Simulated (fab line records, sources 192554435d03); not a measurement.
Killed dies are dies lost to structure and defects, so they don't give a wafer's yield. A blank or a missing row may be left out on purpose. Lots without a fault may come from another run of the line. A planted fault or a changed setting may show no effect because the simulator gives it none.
Chamber matching | flow n5_finfet | N5_SDB_ALD_29 on ald_sin-02: 4 sister chambers
The step deposits SiNx, target thk 30 nm, pulse time 1 s, ald cycles 600. 4 wafers are shown with their chamber, then 12 later ones without.

WAFERS WITH THEIR CHAMBER
wafer  | chamber | heater_power_w (W)
L081.6 | 0       | 948
L084.4 | 2       | 693
L084.5 | 3       | 734
L084.6 | 1       | 700

WAFERS WITHOUT THEIR CHAMBER
wafer  | heater_power_w (W)
L093.1 | 742
L093.4 | 904
L093.5 | 959
L095.1 | 706
L095.2 | 946
L095.4 | 710
L097.1 | 709
L097.2 | 929
L097.3 | 731
L097.4 | 713
L097.5 | 705
L097.6 | 940

WHICH CHAMBER EACH WENT THROUGH
wafer  | from the rows above          | in truth
L093.1 | 3                            | 3
L093.4 | 0                            | 0
L093.5 | 0                            | 0
L095.1 | can't be placed: 1 or 2 or 3 | 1
L095.2 | 0                            | 0
L095.4 | can't be placed: 1 or 2 or 3 | 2
L097.1 | can't be placed: 1 or 2 or 3 | 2
L097.2 | 0                            | 0
L097.3 | can't be placed: 3 or 1      | 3
L097.4 | can't be placed: 1 or 2 or 3 | 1
L097.5 | can't be placed: 1 or 2 or 3 | 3
L097.6 | 0                            | 0
Placed correctly: 6 of 12. Can't be placed from these rows: 6 (the true chamber is among the candidates in 6). Placed wrongly: 0.
How it was worked out, from the rows above alone: a wafer's distance from a chamber is the root of the sum, over the readings, of the square of ((its reading less the chamber's mean) divided by the reading's scatter). The wafer belongs to the nearest chamber; if the next one is less than 2 further off, it can't be placed. A chamber's mean is the mean of its shown wafers. The scatter: with one shown wafer a chamber, the root of the mean of the squares of how far each hidden wafer lies from its nearest shown one.
